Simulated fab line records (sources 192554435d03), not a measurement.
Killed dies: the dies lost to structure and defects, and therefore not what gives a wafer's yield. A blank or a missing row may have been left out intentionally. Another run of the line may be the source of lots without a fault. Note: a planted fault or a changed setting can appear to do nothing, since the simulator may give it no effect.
A struck lot beside a sound one | flow n5_finfet | 16 out of 1938 route steps
Sound: wafers L374.1, L374.4, L374.6. Wafers L385.1, L385.6 were the ones struck. The cause comes at the end.
At each step with rows: each side's tool, then ch and its chambers, then its first start. Under that, the readings that differ: sound wafers | struck wafers | difference of the means | sigmas: that difference in standard deviations of wafers without a fault.
alike: readings whose means differ by less than 2 such deviations, and words and numbers that are the same on both sides. not compared: withheld readings, readings that some wafer has no value for, bounds like >300 that may hide the same value, and numbers for which the record gives no deviation and whose values overlap.
A row with sigmas, a row that says differs or no value, or rows on one side alone: a step with any of these is where the two part. When numbers do not overlap yet have no deviation, they are printed without sigmas and do not part them. A reading missing from all wafers of one side parts the sides only when that side holds two or more wafers.

first, 1 step without rows for these wafers: N5_BEOL_M4_SPUTTER_92 (material Cu, target thk 4.5 nm, time 8.29 s).
N5_BEOL_M4_ANNEAL_93: time 240 s.
  sound on pvd_sputter-01, day 9 16:21; struck on pvd_sputter-01, day 12 14:31
  alike: heater_power_w
then, 1 step without rows for these wafers: N5_BEOL_M4_SPUTTER_94 (material Cu, target thk 4.5 nm, time 8.29 s).
N5_BEOL_M4_ANNEAL_95: time 240 s.
  sound on pvd_sputter-01, day 9 16:34; struck on pvd_sputter-01, day 12 14:44
  alike: heater_power_w
N5_BEOL_M4_SPUTTER_96: material Cu, target thk 4.5 nm, time 8.29 s.
  sound on pvd_sputter-01, day 9 16:43; struck on pvd_sputter-01, day 12 14:52
  alike: substrate_temp_c, throttle_valve_pct
then, 1 step without rows for these wafers: N5_BEOL_M4_ECD_50 (material Cu, target thk 300 nm).
N5_BEOL_M4_ANNEAL_51: time 90 s.
  sound on rtp_anneal-01 ch 0, day 9 16:55; struck on rtp_anneal-01 ch 0, day 12 15:04
  alike: wafer_temp_C_max
then, 1 step without rows for these wafers: N5_BEOL_M4_CMP_52 (polishes, stops on SiOC, t overpolish 6.8 s, target thk 40 nm).
N5_BEOL_M4_THK_MEAS_53: measures by xrf.
  sound on film_metro-02, day 9 17:30; struck on film_metro-02, day 12 15:40
  alike: M4_THK
then, 1 step without rows for these wafers: N5_BEOL_M4_PRE_CLEAN_60 (time 15 s).
N5_BEOL_M4_CO_CAP_55: material Co, precursor CCTBA/H2, target thk 2 nm, time 102.1 s.
  sound on cvd_co-02 ch 0,1, day 9 17:35; struck on cvd_co-01 ch 0,1, day 12 15:44
  alike: heater_power_w
then, 1 step without rows for these wafers: N5_BEOL_M4_PRE_CLEAN_56 (time 15 s).
N5_BEOL_M4_DEP_57: deposits SiCN from 3MS/NH3, target thk 8 nm, time 14 s.
  sound on pecvd-01 ch 1,2, day 9 17:42; struck on pecvd-02 ch 2, day 12 15:51
  reading                                  | sound   | struck  | difference | sigmas
  model.SiCN_of_BEOL_M4_DEP_57.thk_nm (nm) | 8 8.2 8 | 2.2 2.4 | -5.8       |
  alike: showerhead_plenum_p_Torr, throttle_valve_pct
N5_BEOL_M4_RS_MEAS_58: uses a four-point probe to measure.
  sound on film_metro-01, day 9 17:46; struck on film_metro-02, day 12 15:55
  alike: M4_RS
N5_BEOL_M4_RC_MEAS_101:
  sound on prober-01 ch 0, day 9 17:49; struck on prober-01 ch 0, day 12 15:58
  alike: DIBL_N, DIBL_P, IOFF_N, IOFF_P, ION_N, ION_P, SS_N, SS_P, VT_N, VT_P
-- a jump in the record: the struck wafers' starts before and after are 4 days apart (it breaks off in module BEOL_M4 and resumes in module PASSIVATION, where the first step shown is number 1936 of the route) --
N5_PASSIVATION_PROBE_49:
  record: rows for the struck wafers here (prober-02, day 16 22:16), none for the sound ones

== WHERE THEY PART ==
Within this record, at N5_PASSIVATION_PROBE_49 only.

WHY: what the simulator had put in
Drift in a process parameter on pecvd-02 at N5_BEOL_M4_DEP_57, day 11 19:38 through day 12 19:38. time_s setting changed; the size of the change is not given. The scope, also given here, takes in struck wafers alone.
